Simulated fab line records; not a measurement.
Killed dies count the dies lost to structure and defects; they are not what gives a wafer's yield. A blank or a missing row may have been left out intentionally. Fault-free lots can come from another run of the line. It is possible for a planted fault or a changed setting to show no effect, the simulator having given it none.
Matching of chambers || flow nand_harc || cmp-01 running NHARC_A_BONDPAD_CMP_19: 4 sister chambers
The step polishes, t overpolish 30 s, cu recess touch 16 s, target thk 169.82 nm. 14 wafers are shown with their chamber, then 7 later ones without.

## WAFERS, EACH WITH ITS CHAMBER
{"wafer": "L362.1", "chamber": 0, "motor_current_A (A)": 12.8, "overpolish_run_s (s)": 29.999}
{"wafer": "L362.2", "chamber": 2, "motor_current_A (A)": 11.0, "overpolish_run_s (s)": 30.010}
{"wafer": "L362.5", "chamber": 1, "motor_current_A (A)": 10.8, "overpolish_run_s (s)": 30.006}
{"wafer": "L363.1", "chamber": 0, "motor_current_A (A)": 12.9, "overpolish_run_s (s)": 30.011}
{"wafer": "L363.3", "chamber": 3, "motor_current_A (A)": 10.9, "overpolish_run_s (s)": 29.998}
{"wafer": "L363.5", "chamber": 3, "motor_current_A (A)": 11.0, "overpolish_run_s (s)": 30.007}
{"wafer": "L366.2", "chamber": 0, "motor_current_A (A)": 11.9, "overpolish_run_s (s)": 30.002}
{"wafer": "L366.3", "chamber": 3, "motor_current_A (A)": 10.8, "overpolish_run_s (s)": 29.986}
{"wafer": "L366.4", "chamber": 1, "motor_current_A (A)": 9.8, "overpolish_run_s (s)": 30.009}
{"wafer": "L373.1", "chamber": 3, "motor_current_A (A)": 11.3, "overpolish_run_s (s)": 30.012}
{"wafer": "L373.2", "chamber": 0, "motor_current_A (A)": 12.8, "overpolish_run_s (s)": 30.002}
{"wafer": "L373.3", "chamber": 1, "motor_current_A (A)": 10.2, "overpolish_run_s (s)": 29.993}
{"wafer": "L372.2", "chamber": 0, "motor_current_A (A)": 13.0, "overpolish_run_s (s)": 29.972}
{"wafer": "L372.3", "chamber": 3, "motor_current_A (A)": 10.5, "overpolish_run_s (s)": 29.989}

SIGNATURES, as means of the wafers listed above
{"reading": "motor_current_A", "chamber 0": 12.680, "chamber 1": 10.267, "chamber 2": 11.000, "chamber 3": 10.900, "scatter within a chamber": 0.404}
{"reading": "overpolish_run_s", "chamber 0": 29.99720, "chamber 1": 30.00267, "chamber 2": 30.01000, "chamber 3": 29.99840, "scatter within a chamber": 0.0123}
Rule: for a wafer and a chamber, the distance is found by dividing, reading by reading, the gap between the wafer's reading and the chamber's mean by the reading's scatter, squaring, summing and taking the root. If the next closest chamber is less than 2 further off than the closest, the wafer can't be placed; otherwise it belongs to the closest. How the scatter is found: for the shown wafers, subtract from each reading the mean of its chamber, square and add these, divide the total by (wafers less chambers), then take the root.

## WAFERS WITH NO CHAMBER GIVEN
{"wafer": "L372.5", "motor_current_A (A)": 11.9, "overpolish_run_s (s)": 30.009}
{"wafer": "L375.1", "motor_current_A (A)": 10.9, "overpolish_run_s (s)": 29.994}
{"wafer": "L375.3", "motor_current_A (A)": 9.8, "overpolish_run_s (s)": 29.989}
{"wafer": "L375.6", "motor_current_A (A)": 10.1, "overpolish_run_s (s)": 29.995}
{"wafer": "L382.2", "motor_current_A (A)": 10.2, "overpolish_run_s (s)": 29.986}
{"wafer": "L382.3", "motor_current_A (A)": 11.1, "overpolish_run_s (s)": 29.999}
{"wafer": "L382.6", "motor_current_A (A)": 9.6, "overpolish_run_s (s)": 30.016}

## THE CHAMBER EACH PASSED THROUGH
{"wafer": "L372.5", "from the rows above": "can't be placed: 0 or 2 or 3 or 1", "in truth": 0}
{"wafer": "L375.1", "from the rows above": "can't be placed: 3 or 2 or 1", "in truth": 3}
{"wafer": "L375.3", "from the rows above": "can't be placed: 1 or 3 or 2", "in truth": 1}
{"wafer": "L375.6", "from the rows above": "can't be placed: 1 or 3 or 2", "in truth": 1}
{"wafer": "L382.2", "from the rows above": "can't be placed: 1 or 3 or 2", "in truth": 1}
{"wafer": "L382.3", "from the rows above": "can't be placed: 3 or 2 or 1", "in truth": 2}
{"wafer": "L382.6", "from the rows above": "can't be placed: 1 or 2 or 3", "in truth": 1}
0 of 7 placed correctly. Not placeable from these rows: 7 (in 7, the candidates include the true chamber). Placed wrongly: 0.
